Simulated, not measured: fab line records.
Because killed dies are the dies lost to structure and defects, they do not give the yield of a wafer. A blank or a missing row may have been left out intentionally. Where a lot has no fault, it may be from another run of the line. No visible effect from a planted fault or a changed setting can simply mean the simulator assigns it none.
fab line records	flow nandHarc
[record] lots = 6	wafers = 18	lastDay = 33
route steps=1302 shown A_SGD_CUT@911 A_SLIT@922 END@1302
lots that met no fault: from a run of the same line without faults
startH: hours from the record's opening day to when the first of the lot's shown wafers began	waitH: how many hours have passed since the lot's step before this one	" same as the row above	L1.1+2: a single row standing in for several wafers	- value missing, or start not given	* or withheld: withheld	< > ~ a bound
route shown NAME@n: names a module that has steps shown in the file, with the first one's number in the route	usual: mean/standard deviation taken from wafers without a fault	same: alike in all rows	chamber/n: place in a boat	sites: per-site readings	_std_site: standard deviation of those values	_edge_site: the outer-site mean with the inner-site mean subtracted	radiusMm: how far each site lies from the wafer's centre	mask NAME#n: copy n	behind: the tool/chamber that last shaped the wafer	hold: what put the lot on hold/how long, in hours/how the hold closed	device: the n, p or np transistor that did not switch	end of line: at the end of the route, the tests of the same wafers	where a step has no rows: the recipe by itself	killed: at the first sort, the dies lost to defects and structure; wafer yield is something else	map: per-die view of a wafer (x killed, . not killed, _ where there is no die)
set.NAME: the setting that was run; set.NAME@STEP: the one run at that earlier step	model.NAME: the simulator's own value behind a step, which no gauge read
certain route steps with their lots: each step a table, each wafer a row
services: when a tool's chamber went out of use (startH, in hours from the record's first day, below 0 if earlier), for how many hours, and the reason
[[steps]]
[step NHARC_A_SGD_CUT_PRECLEAN_18]
[recipe] timeS = *	tempC = 50	bathAgeMin = 0	chemistry = SC1
[step NHARC_A_SGD_CUT_SRD_19]
[step NHARC_A_SGD_CUT_DEP_20]
[recipe] targetThkA = 1500	tempC = 65	material = SiO2
[step NHARC_A_SGD_CUT_ANNEAL_27]
[recipe] tempC = 450	timeS = 1800
[step NHARC_A_SGD_CUT_CMP_21]
[recipe] targetThkNm = 148.19
[step NHARC_A_SGD_CUT_THK_MEAS_22]
[recipe] thkMeasGauge = ellipsometry
[usual] thkNm = 148.2/1.4
lot.wafer	tool	chamber	startH	waitH	thkNm
L148.2	filmMetro-02	-	460.69	0.2	148.6
L148.4	"	-	"	"	147.7
L148.6	"	-	"	"	148.1
L150.3	filmMetro-02	-	466.61	0.2	148.8
L150.5	"	-	"	"	149.6
L150.6	"	-	"	"	150.6
L151.1	filmMetro-02	-	506.56	0.2	147.8
L151.5	"	-	"	"	145.8
L151.6	"	-	"	"	147.4
L160.2	filmMetro-01	-	576.04	0.2	147.8
L160.4	"	-	"	"	147.8
L160.5	"	-	"	"	147.6
L163.2	filmMetro-01	-	594.15	0.2	145.9
L163.3	"	-	"	"	148.5
L163.4	"	-	"	"	146.0
L169.2	filmMetro-02	-	669.50	0.2	150.0
L169.4	"	-	"	"	148.9
L169.5	"	-	"	"	148.4
[step NHARC_A_SGD_CUT_SRD_23]
[step NHARC_A_SGD_CUT_ETCH_26]
[recipe] targetDepthA = 458	chemistry = dHF	material = SiO2
[step NHARC_A_SGD_CUT_ETCHBACK_24]
[recipe] targetDepthA = 500	overEtchFrac = 0.3	timeS = 92.857	ionEnergyEv = 120	ch3fFlowSccm = 50	o2FlowSccm = 30	arFlowSccm = 200	rfW = 500	biasW = 100	chemistry = CH3F/O2
[step NHARC_A_SGD_CUT_STRIP_28]
[recipe] timeS = 20	o2FlowSccm = 500	arFlowSccm = 0	biasW = 0	chemistry = O2
[step NHARC_A_SGD_CUT_INSPECT_25]
[usual] rawDefectCount = 365/84
lot.wafer	tool	chamber	startH	waitH	rawDefectCount
L148.2	defectInspect-02	-	461.16	-	387
L148.4	"	-	"	"	328
L148.6	"	-	"	"	339
L150.3	defectInspect-01	-	467.08	-	439
L150.5	"	-	"	"	334
L150.6	"	-	"	"	357
L151.1	defectInspect-02	-	507.02	-	344
L151.5	"	-	"	"	241
L151.6	"	-	"	"	270
L160.2	defectInspect-01	-	576.54	-	293
L160.4	"	-	"	"	320
L160.5	"	-	"	"	356
L163.2	defectInspect-01	-	594.62	-	444
L163.3	"	-	"	"	460
L163.4	"	-	"	"	345
L169.2	defectInspect-01	-	669.97	-	342
L169.4	"	-	"	"	338
L169.5	"	-	"	"	241
[step NHARC_A_SLIT_DEP_25]
[recipe] targetThkA = 2000	tempC = 400	pressureTorr = 6.5	rfW = 900	teosFlowSccm = 161.4	flowSccm = 2650	targetThkNm = 200	gas = O2	material = SiO2
[usual] heaterPowerW = 528/59	showerheadVppV = 1839/110	throttleValvePct = 16.2/0.33
lot.wafer	tool	chamber	startH	waitH	heaterPowerW	showerheadVppV	throttleValvePct
L148.2	pecvd-01	2	461.22	0.1	663	1775	16.5
L148.4	"	2	"	"	656	1783	16.3
L148.6	"	1	"	"	536	1782	16.6
L150.3	pecvd-04	1	467.22	0.1	525	1813	16.1
L150.5	"	2	"	"	478	1668	16.0
L150.6	"	0	"	"	595	1819	15.3
L151.1	pecvd-01	2	507.13	0.1	480	1736	16.3
L151.5	"	1	"	"	500	1770	16.0
L151.6	"	2	"	"	494	1749	16.1
L160.2	pecvd-01	2	576.69	0.1	547	1802	16.1
L160.4	"	1	"	"	506	1785	16.3
L160.5	"	2	"	"	417	1780	16.4
L163.3	pecvd-01	1	594.68	0.1	507	1785	15.8
L163.2	"	0	"	"	527	2065	16.4
L163.4	"	2	"	"	421	1785	16.5
L169.2	pecvd-01	2	670.04	0.1	418	1764	16.4
L169.4	"	0	"	"	522	2045	16.6
L169.5	"	1	"	"	569	1799	16.4
[step NHARC_A_SLIT_DEP_00]
[recipe] targetThkA = 62000	tempC = 400	material = aC
[usual] throttleValvePct = 35.000/0.0085
lot.wafer	tool	chamber	startH	waitH	throttleValvePct
L148.2	aclDep-03	0	462.19	-	35.008
L148.4	"	0	463.46	-	34.992
L148.6	"	0	464.72	-	34.992
L150.3	aclDep-02	0	469.48	-	35.005
L150.5	"	0	470.71	-	34.981
L150.6	"	0	"	"	35.002
L151.1	aclDep-02	0	507.48	-	35.017
L151.5	"	0	510.01	-	34.988
L151.6	"	0	"	"	34.984
L160.2	aclDep-03	0	581.13	-	35.000
L160.4	"	0	582.37	-	35.016
L160.5	"	0	"	"	34.993
L163.2	aclDep-03	0	596.82	-	34.995
L163.3	"	0	"	"	35.009
L163.4	"	0	"	"	34.997
L169.2	aclDep-01	0	671.84	-	34.984
L169.4	"	0	673.09	-	35.010
L169.5	"	0	"	"	34.990
[step NHARC_A_SLIT_DEP_23]
[recipe] targetThkA = 1000	targetThkNm = 100	tempC = 400	pressureTorr = 3.5	flowSccm = 200	rfW = 350	material = SiON
[usual] heaterPowerW = 711/61	showerheadVppV = 1147/68
lot.wafer	tool	chamber	startH	waitH	heaterPowerW	showerheadVppV
L148.2	pecvd-04	0	465.43	2.6	734	1132
L148.4	"	1	"	"	760	1115
L148.6	"	2	"	"	720	1047
L150.3	pecvd-04	1	472.00	1.9	738	1125
L150.5	"	0	"	"	862	1118
L150.6	"	2	"	"	661	1051
L151.1	pecvd-04	0	511.33	3.2	844	1129
L151.5	"	2	"	"	774	1029
L151.6	"	1	"	"	765	1127
L160.2	pecvd-01	2	584.30	2.6	710	1103
L160.5	"	1	"	"	728	1106
L160.4	"	2	"	"	688	1108
L163.2	pecvd-01	1	600.03	2.6	727	1139
L163.3	"	2	"	"	677	1118
L163.4	"	1	"	"	748	1116
L169.2	pecvd-02	0	675.05	2.6	576	1178
L169.4	"	1	"	"	678	1156
L169.5	"	0	"	"	573	1176
[step NHARC_A_SLIT_DEHYDRATE_01]
[recipe] tempC = 150	timeS = 120
[step NHARC_A_SLIT_HMDS_02]
[recipe] timeS = 30
[step NHARC_A_SLIT_COAT_03]
[recipe] spinRpm = 1500	resistThkNm = 90
[step NHARC_A_SLIT_SOFTBAKE_04]
[recipe] tempC = 105	timeS = 55
[step NHARC_A_SLIT_EBR_05]
[step NHARC_A_SLIT_EXPOSE_06]
[recipe] na = 1.35	doseMj = 60.82	maskId = SLIT
[step NHARC_A_SLIT_PEB_07]
[recipe] pebTempC = 100	pebTimeS = 65
[step NHARC_A_SLIT_DEVELOP_08]
[recipe] developTimeS = 35	devTempC = 23
[step NHARC_A_SLIT_CD_MEAS_09]
[recipe] targetCdNm = 300	landingEnergyEv = 500
[usual] cdNm = 300.5/0.76
[same] landingEnergyEv = 500
lot.wafer	tool	chamber	startH	waitH	cdNm
L148.2	cdSem-02	0	465.93	-	300.6
L148.4	"	0	"	"	299.8
L148.6	"	0	"	"	300.1
L150.3	cdSem-01	0	472.66	-	300.3
L150.5	"	0	"	"	300.7
L150.6	"	0	"	"	301.6
L151.1	cdSem-03	0	511.85	-	301.5
L151.5	"	0	"	"	301.1
L151.6	"	0	"	"	300.7
L160.2	cdSem-03	0	584.93	-	299.3
L160.4	"	0	"	"	301.2
L160.5	"	0	"	"	299.7
L163.2	cdSem-03	0	600.59	-	301.2
L163.3	"	0	"	"	301.1
L163.4	"	0	"	"	300.8
L169.2	cdSem-01	0	675.67	-	299.6
L169.4	"	0	"	"	299.7
L169.5	"	0	"	"	299.1
[step NHARC_A_SLIT_OVL_MEAS_10]
[usual] overlayXNm = -0.2/0.77	overlayYNm = 0.1/0.77
lot.wafer	tool	chamber	startH	waitH	overlayXNm	overlayYNm
L148.2	overlay-02	-	466.02	-	1.0	-1.1
L148.4	"	-	"	"	0.6	-0.6
L148.6	"	-	"	"	1.1	-0.3
L150.3	overlay-01	-	472.74	-	-0.4	-0.4
L150.5	"	-	"	"	-1.1	-0.1
L150.6	"	-	"	"	-0.3	-0.1
L151.1	overlay-02	-	511.94	-	-0.3	0.0
L151.5	"	-	"	"	-0.5	-0.4
L151.6	"	-	"	"	-0.5	-0.2
L160.2	overlay-01	-	585.01	-	1.2	1.5
L160.4	"	-	"	"	0.8	2.1
L160.5	"	-	"	"	1.2	1.5
L163.2	overlay-02	-	600.68	-	0.1	-0.7
L163.3	"	-	"	"	0.5	-0.8
L163.4	"	-	"	"	-0.7	-0.6
L169.2	overlay-01	-	675.75	-	0.3	-0.1
L169.4	"	-	"	"	0.2	-0.8
L169.5	"	-	"	"	0.3	0.0
[step NHARC_A_SLIT_INSPECT_11]
[usual] rawDefectCount = 62/31
lot.wafer	tool	chamber	startH	waitH	rawDefectCount
L148.2	defectInspect-02	-	466.05	0.0	98
L148.4	"	-	"	"	126
L148.6	"	-	"	"	94
L150.3	defectInspect-01	-	472.78	0.0	68
L150.5	"	-	"	"	66
L150.6	"	-	"	"	58
L151.1	defectInspect-01	-	511.98	0.0	57
L151.5	"	-	"	"	62
L151.6	"	-	"	"	67
L160.2	defectInspect-01	-	585.05	0.0	51
L160.4	"	-	"	"	52
L160.5	"	-	"	"	51
L163.2	defectInspect-01	-	600.71	0.0	101
L163.3	"	-	"	"	101
L163.4	"	-	"	"	77
L169.2	defectInspect-02	-	675.79	0.0	15
L169.4	"	-	"	"	9
L169.5	"	-	"	"	20
[step NHARC_A_SLIT_DESCUM_14]
[recipe] timeS = 3	o2FlowSccm = 200	arFlowSccm = 0	biasPowerW = 0	chemistry = O2
[usual] drypumpMotorCurrentA = 5.6/0.44	mfcArSccm = 0.011/0.014	oesProductAu = 1.002/0.013	rfVppV = 57.7/0.89	showerheadPlenumPTorr = 1.93/0.086	throttleValvePct = 11.311/0.0098
lot.wafer	tool	chamber	startH	waitH	drypumpMotorCurrentA	mfcArSccm	oesProductAu	rfHoursCounterH	rfVppV	showerheadPlenumPTorr	throttleValvePct
L148.2	rieDiel-08	0	466.11	0.1	6.0	0.013	1.002	5	56.1	1.78	11.322
L148.4	"	2	"	"	5.3	0.034	0.987	5	56.7	1.94	11.296
L148.6	"	0	"	"	6.0	0.013	1.014	-	56.4	1.78	11.297
L150.3	rieDiel-13	3	472.84	0.1	5.0	0.029	1.016	9	57.3	1.85	11.312
L150.6	"	2	"	"	5.2	0.034	0.992	-	58.2	2.06	11.310
L150.5	"	3	"	"	5.0	0.029	1.010	-	56.9	1.85	11.291
L151.1	rieDiel-13	1	512.05	0.1	5.8	0.024	0.993	12	57.2	1.83	11.308
L151.5	"	3	"	"	5.0	0.029	1.011	-	58.4	1.84	11.298
L151.6	"	0	"	"	5.7	0	0.995	-	57.7	2.03	11.317
L160.2	rieDiel-09	3	585.11	0.1	6.1	0	1.002	4	59.3	2.02	11.312
L160.4	"	0	"	"	4.9	0.002	1.005	3	56.8	1.95	11.307
L160.5	"	0	"	"	4.9	0.002	1.012	-	58.6	1.95	11.315
L163.4	rieDiel-08	2	600.78	0.1	5.3	0.034	0.994	3	57.4	1.93	11.311
L163.2	"	3	"	"	5.7	0	1.018	2	58.4	2.03	11.291
L163.3	"	0	"	"	6.0	0.013	1.011	2	56.4	1.78	11.316
L169.2	rieDiel-13	1	675.86	0.1	5.8	0.024	0.987	6	57.1	1.82	11.302
L169.4	"	2	"	"	5.2	0.034	0.969	7	59.6	2.05	11.320
L169.5	"	0	"	"	5.7	0	0.994	-	58.9	2.03	11.330
[step NHARC_A_SLIT_ETCH_24]
[recipe] targetDepthA = 1210	timeS = 60.5	cf4FlowSccm = 100	chf3FlowSccm = 30	arFlowSccm = 0	rfW = 500	biasW = 200	chemistry = CF4/CHF3
[usual] drypumpMotorCurrentA = 5.7/0.43	mfcArSccm = 0.011/0.013	oesProductAu = 0.964/0.018	rfVppV = 371.0/2.4	showerheadPlenumPTorr = 1.59/0.069	throttleValvePct = 16.803/0.0096
lot.wafer	tool	chamber	startH	waitH	drypumpMotorCurrentA	mfcArSccm	oesProductAu	rfHoursCounterH	rfVppV	showerheadPlenumPTorr	throttleValvePct
L148.2	rieDiel-08	3	466.20	0.1	5.7	0	0.958	5	374.1	1.67	16.796
L148.4	"	0	"	"	5.9	0.013	0.967	5	367.0	1.47	16.803
L148.6	"	2	"	"	5.3	0.034	0.964	-	371.9	1.59	16.807
L150.3	rieDiel-13	1	472.93	0.1	5.8	0.024	0.959	9	368.8	1.51	16.784
L150.5	"	3	"	"	5.0	0.029	0.971	-	370.8	1.52	16.801
L150.6	"	0	"	"	5.7	0	0.956	-	373.6	1.67	16.802
L151.1	rieDiel-13	2	512.13	0.1	5.2	0.034	0.963	12	375.6	1.68	16.800
L151.6	"	0	"	"	5.7	0	0.945	-	373.5	1.67	16.810
L151.5	"	1	"	"	5.8	0.024	0.966	-	369.0	1.51	16.793
L160.4	rieDiel-09	1	585.20	0.1	6.1	0	0.968	3	370.8	1.60	16.797
L160.2	"	3	"	"	6.1	0	0.960	4	373.7	1.65	16.815
L160.5	"	1	"	"	6.1	0	0.955	-	371.8	1.59	16.810
L163.4	rieDiel-08	3	600.86	0.1	5.7	0	0.995	2	374.6	1.66	16.788
L163.3	"	0	"	"	5.9	0.013	0.974	2	368.5	1.47	16.796
L163.2	"	1	"	"	6.1	0	0.965	3	370.5	1.59	16.814
L169.4	rieDiel-13	3	675.94	0.1	5.0	0.029	0.935	8	368.3	1.52	16.821
L169.2	"	0	"	"	5.7	0	0.929	8	373.1	1.66	16.799
L169.5	"	2	"	"	5.2	0.034	0.899	-	373.3	1.68	16.815
[step NHARC_A_SLIT_ETCH_15]
[recipe] targetDepthA = 62000	overEtchFrac = 0.3	timeS = 1612	ionEnergyEv = 150	o2FlowSccm = 400	cosFlowSccm = 20	arFlowSccm = 0	rfW = 500	biasW = 300	chemistry = O2/COS
[step NHARC_A_SLIT_ETCH_17]
[recipe] biasV = 900	sourceW = withheld	pressureMtorr = 20	arFlowSccm = 375	c4f8FlowSccm = 83.3	o2FlowSccm = 41.7	timeS = 4254.5	targetDepthA = 2.03e+05	chemistry = C4F8/O2/Ar
[step NHARC_A_SLIT_ETCH_26]
[recipe] biasV = 400	sourceW = 2000	pressureMtorr = 25	timeS = 90	arFlowSccm = 375	c4f8FlowSccm = 41.7	o2FlowSccm = 83.3	targetDepthA = 4000	chemistry = C4F8/O2/Ar
[usual] drypumpMotorCurrentA = 5.4/0.61	heBacksideLeakSccm = 6.2/1	mfcArSccm = 375.0/1.2	showerheadPlenumPTorr = 3.68/0.15	throttleValvePct = 27.620/0.0084
lot.wafer	tool	chamber	startH	waitH	drypumpMotorCurrentA	heBacksideLeakSccm	mfcArSccm	rfHoursCounterH	showerheadPlenumPTorr	throttleValvePct
L148.2	harEtch-02	1	471.01	2.4	4.7	5.4	374.7	49	3.72	27.626
L148.4	"	1	"	"	4.7	5.1	373.7	-	3.72	27.632
L148.6	"	0	"	"	4.9	5.5	375.8	-	3.95	27.611
L150.3	harEtch-01	1	477.79	1.3	6.2	5.6	376.3	-	3.53	27.618
L150.6	"	0	"	"	5.6	7.4	374.5	-	3.67	27.615
L150.5	"	1	"	"	6.2	6.0	375.9	-	3.53	27.615
L151.1	harEtch-02	0	517.48	3.0	4.9	5.3	374.4	72	3.94	27.624
L151.5	"	1	"	"	4.7	5.8	373.5	-	3.70	27.613
L151.6	"	0	"	"	4.9	5.4	375.2	-	3.94	27.617
L160.2	harEtch-02	0	590.03	2.5	4.9	5.8	374.0	115	3.91	27.613
L160.4	"	0	"	"	4.9	5.9	374.5	-	3.91	27.620
L160.5	"	0	"	"	4.9	5.9	374.4	-	3.91	27.609
L163.2	harEtch-01	1	605.67	2.4	6.2	6.3	374.7	336	3.49	27.628
L163.4	"	0	"	"	5.6	7.4	376.7	-	3.63	27.616
L163.3	"	1	"	"	6.2	6.4	375.2	-	3.49	27.613
L169.2	harEtch-01	0	681.21	3.1	5.6	8.1	372.9	382	3.60	27.612
L169.4	"	0	"	"	5.6	7.7	373.0	-	3.61	27.615
L169.5	"	1	"	"	6.2	6.1	375.6	-	3.47	27.612
[step NHARC_A_SLIT_STRIP_28]
[recipe] o2FlowSccm = 400	cosFlowSccm = 20	arFlowSccm = 0	biasW = 0	chemistry = O2/COS
[step NHARC_A_SLIT_ETCH_29]
[recipe] targetDepthA = 1000	overetchA = 100	timeS = 55	ionEnergyEv = 100	cf4FlowSccm = 80	o2FlowSccm = 20	arFlowSccm = 0	rfW = 300	biasW = 100	chemistry = CF4/O2
[step NHARC_A_SLIT_STRIP_18]
[recipe] o2FlowSccm = 500	arFlowSccm = 0	biasW = 0	chemistry = O2
[step NHARC_A_SLIT_PRECLEAN_19]
[recipe] timeS = *	tempC = 50	bathAgeMin = 0	chemistry = SC1
[step NHARC_A_SLIT_SRD_20]
[step NHARC_A_SLIT_CD_MEAS_21]
[usual] cdNm = 289.3/1.2
lot.wafer	tool	chamber	startH	waitH	cdNm
L148.2	cdSem-02	-	472.49	-	290.4
L148.4	"	-	"	"	289.4
L148.6	"	-	"	"	289.2
L150.3	cdSem-01	-	479.15	-	290.6
L150.5	"	-	"	"	290.8
L150.6	"	-	"	"	288.9
L151.1	cdSem-01	-	518.87	-	289.6
L151.5	"	-	"	"	289.8
L151.6	"	-	"	"	291.3
L160.2	cdSem-02	-	591.51	-	288.1
L160.4	"	-	"	"	287.7
L160.5	"	-	"	"	289.0
L163.2	cdSem-02	-	607.07	-	290.8
L163.3	"	-	"	"	289.7
L163.4	"	-	"	"	289.3
L169.2	cdSem-02	-	682.69	0.1	288.6
L169.4	"	-	"	"	290.3
L169.5	"	-	"	"	288.7
[step NHARC_END_SORT_01]
[recipe] tempC = 25
[usual] killedAtArray = 52/17	killedAtOther = 1.2/1.4	killedAtPeriphery = 4.7/2.9	killedDies = 58/17	killedOpen = 3.2/1.9	killedShort = 2.4/1.4
[same] grossDies = 677
lot.wafer	tool	chamber	startH	waitH	killedAtArray	killedAtOther	killedAtPeriphery	killedDies	killedOpen	killedShort
L160.2	prober-02	0	698.75	2.8	669	0	8	677	3	3
L160.4	prober-02	0	700.38	3.4	675	0	2	677	1	1
L160.5	prober-02	0	701.20	3.8	671	0	6	677	7	2
L163.2	prober-02	0	716.10	2.8	672	3	2	677	4	0
L163.3	prober-02	0	716.89	3.1	672	1	4	677	6	1
L163.4	prober-02	0	717.69	3.4	673	1	3	677	4	2
// killed by level:class
L160.2 A_SLIT:areaDep=618 A_CHANNEL_HOLE_D2:chamberFilmFlake=20 A_CONTACT:chamberFilmFlake=10 A_CHANNEL_HOLE_D1:chamberFilmFlake=7 A_STAIRCASE:chamberFilmFlake=5 A_SLIT:chamberFilmFlake=3 A_BLC:chamberFilmFlake=3 P_GATE:geometricParticle:open=2
L160.4 A_SLIT:areaDep=633 A_CHANNEL_HOLE_D2:chamberFilmFlake=21 A_CHANNEL_HOLE_D1:chamberFilmFlake=9 A_SLIT:chamberFilmFlake=4 A_CONTACT:chamberFilmFlake=3 A_ZERO_WELL:chamberFilmFlake=2 A_STAIRCASE:chamberFilmFlake=2 P_CONTACT:geometricParticle:open=1
L160.5 A_SLIT:areaDep=639 A_CHANNEL_HOLE_D2:chamberFilmFlake=13 A_CHANNEL_HOLE_D1:chamberFilmFlake=5 A_CONTACT:chamberFilmFlake=5 A_SLIT:chamberFilmFlake=3 P_M0:geometricParticle:open=2 A_ONON_D1:geometricParticle:open=2 A_CHANNEL_FILL_D1:geometricParticle:open=2
L163.2 A_SLIT:areaDep=602 A_CHANNEL_HOLE_D1:chamberFilmFlake=28 A_CHANNEL_HOLE_D2:chamberFilmFlake=15 A_SLIT:chamberFilmFlake=14 A_STAIRCASE:chamberFilmFlake=4 P_GATE:geometricParticle:open=2 A_CHANNEL_FILL_D1:chamberFilmFlake=2 A_CHANNEL_FILL_D2:chamberFilmFlake=2
L163.3 A_SLIT:areaDep=603 A_CHANNEL_HOLE_D1:chamberFilmFlake=25 A_SLIT:chamberFilmFlake=15 A_CHANNEL_HOLE_D2:chamberFilmFlake=9 A_CONTACT:chamberFilmFlake=4 A_WL_FILL:chamberFilmFlake=3 A_CONTACT:geometricParticle:open=2 P_ZERO_WELL:chamberFilmFlake=2
L163.4 A_SLIT:areaDep=602 A_SLIT:chamberFilmFlake=29 A_CHANNEL_HOLE_D1:chamberFilmFlake=15 A_CHANNEL_HOLE_D2:chamberFilmFlake=14 A_CHANNEL_FILL_D1:chamberFilmFlake=4 P_ZERO_WELL:chamberFilmFlake=2 A_STAIRCASE:chamberFilmFlake=2 P_M0:geometricParticle:open=1
// map L160.2 (x killed, . not)
____________x____________
_________xxxxxxx_________
_______xxxxxxxxxxx_______
______xxxxxxxxxxxxx______
_____xxxxxxxxxxxxxxx_____
____xxxxxxxxxxxxxxxxx____
____xxxxxxxxxxxxxxxxx____
___xxxxxxxxxxxxxxxxxxx___
___xxxxxxxxxxxxxxxxxxx___
__xxxxxxxxxxxxxxxxxxxxx__
__xxxxxxxxxxxxxxxxxxxxx__
_xxxxxxxxxxxxxxxxxxxxxxx_
_xxxxxxxxxxxxxxxxxxxxxxx_
_xxxxxxxxxxxxxxxxxxxxxxx_
_xxxxxxxxxxxxxxxxxxxxxxx_
_xxxxxxxxxxxxxxxxxxxxxxx_
xxxxxxxxxxxxxxxxxxxxxxxxx
xxxxxxxxxxxxxxxxxxxxxxxxx
xxxxxxxxxxxxxxxxxxxxxxxxx
xxxxxxxxxxxxxxxxxxxxxxxxx
xxxxxxxxxxxxxxxxxxxxxxxxx
_xxxxxxxxxxxxxxxxxxxxxxx_
_xxxxxxxxxxxxxxxxxxxxxxx_
_xxxxxxxxxxxxxxxxxxxxxxx_
_xxxxxxxxxxxxxxxxxxxxxxx_
_xxxxxxxxxxxxxxxxxxxxxxx_
__xxxxxxxxxxxxxxxxxxxxx__
__xxxxxxxxxxxxxxxxxxxxx__
___xxxxxxxxxxxxxxxxxxx___
___xxxxxxxxxxxxxxxxxxx___
____xxxxxxxxxxxxxxxxx____
____xxxxxxxxxxxxxxxxx____
_____xxxxxxxxxxxxxxx_____
______xxxxxxxxxxxxx______
_______xxxxxxxxxxx_______
_________xxxxxxx_________
____________x____________
// map L163.2 (x killed, . not)
____________x____________
_________xxxxxxx_________
_______xxxxxxxxxxx_______
______xxxxxxxxxxxxx______
_____xxxxxxxxxxxxxxx_____
____xxxxxxxxxxxxxxxxx____
____xxxxxxxxxxxxxxxxx____
___xxxxxxxxxxxxxxxxxxx___
___xxxxxxxxxxxxxxxxxxx___
__xxxxxxxxxxxxxxxxxxxxx__
__xxxxxxxxxxxxxxxxxxxxx__
_xxxxxxxxxxxxxxxxxxxxxxx_
_xxxxxxxxxxxxxxxxxxxxxxx_
_xxxxxxxxxxxxxxxxxxxxxxx_
_xxxxxxxxxxxxxxxxxxxxxxx_
_xxxxxxxxxxxxxxxxxxxxxxx_
xxxxxxxxxxxxxxxxxxxxxxxxx
xxxxxxxxxxxxxxxxxxxxxxxxx
xxxxxxxxxxxxxxxxxxxxxxxxx
xxxxxxxxxxxxxxxxxxxxxxxxx
xxxxxxxxxxxxxxxxxxxxxxxxx
_xxxxxxxxxxxxxxxxxxxxxxx_
_xxxxxxxxxxxxxxxxxxxxxxx_
_xxxxxxxxxxxxxxxxxxxxxxx_
_xxxxxxxxxxxxxxxxxxxxxxx_
_xxxxxxxxxxxxxxxxxxxxxxx_
__xxxxxxxxxxxxxxxxxxxxx__
__xxxxxxxxxxxxxxxxxxxxx__
___xxxxxxxxxxxxxxxxxxx___
___xxxxxxxxxxxxxxxxxxx___
____xxxxxxxxxxxxxxxxx____
____xxxxxxxxxxxxxxxxx____
_____xxxxxxxxxxxxxxx_____
______xxxxxxxxxxxxx______
_______xxxxxxxxxxx_______
_________xxxxxxx_________
____________x____________
[[services]]
tool	chamber	startH	hours	kind
pecvd-04	-	450.43	13.0	pm
rieDiel-08	3	471.08	5.0	repair
rieDiel-08	1	475.54	13.1	repair
aclDep-03	-	481.41	13.0	pm
pecvd-01	-	492.00	13.0	pm
rieDiel-09	0	496.92	25.6	repair
rieDiel-09	-	497.10	9.0	pm
rieDiel-13	-	519.00	9.0	pm
rieDiel-13	0	540.14	4.5	repair
rieDiel-08	2	540.60	7.3	repair
rieDiel-08	-	544.80	9.0	pm
pecvd-04	-	564.65	5.3	repair
rieDiel-13	-	568.82	4.4	repair
rieDiel-08	0	583.51	9.2	repair
aclDep-02	-	608.50	13.0	pm
rieDiel-13	2	618.97	3.3	repair
pecvd-04	-	631.43	13.0	pm
pecvd-01	-	649.01	1.3	repair
rieDiel-13	2	652.81	2.6	repair
pecvd-01	0	658.12	9.8	repair
aclDep-03	-	662.41	13.0	pm
pecvd-01	-	673.22	13.0	pm
rieDiel-09	-	674.10	9.0	pm
rieDiel-13	3	680.45	16.7	repair
[[key]]
[firstSign] step = NHARC_END_SORT_01	reading = killedAtArray	direction = up	sigmas = 37	usual = 52	struck = 672
[effect] step = NHARC_END_SORT_01	reading = killedDies	direction = up	sigmas = 37	usual = 58	struck = 677
[moreKillsBornAt] NHARC_A_SLIT_DEP_00@aclDep-03 = 3697
metAt NHARC_A_SLIT_DEP_00
struckWafers L160.2,L160.4,L160.5,L163.2,L163.3,L163.4
laterRowsLeftOut L160.2,L160.4,L160.5,L163.2,L163.3,L163.4
testerLeftOut L160,L163
onsetBetween 462.19 581.13
alsoFits NHARC_A_SLIT_DEP_23:pecvd-01
[fault] kind = processParameterDrift	tool = aclDep-03	chamber = 0	onsetH = 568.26	steps = NHARC_A_SLIT_DEP_00	channel = targetThkA	offset = *	shape = step	endH = 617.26	actsIn = *	stated = *
// testerLeftOut: of these lots the tester's yield and bins aren't shown, on N5 and GAA mostly nor the transistor test; their killed dies are dies lost to structure and defects alone, not to doping, threshold or leakage, so they don't give the yield
// laterRowsLeftOut: the simulator's readings of these wafers behind a module that went badly wrong aren't trusted and aren't shown, but for the sort
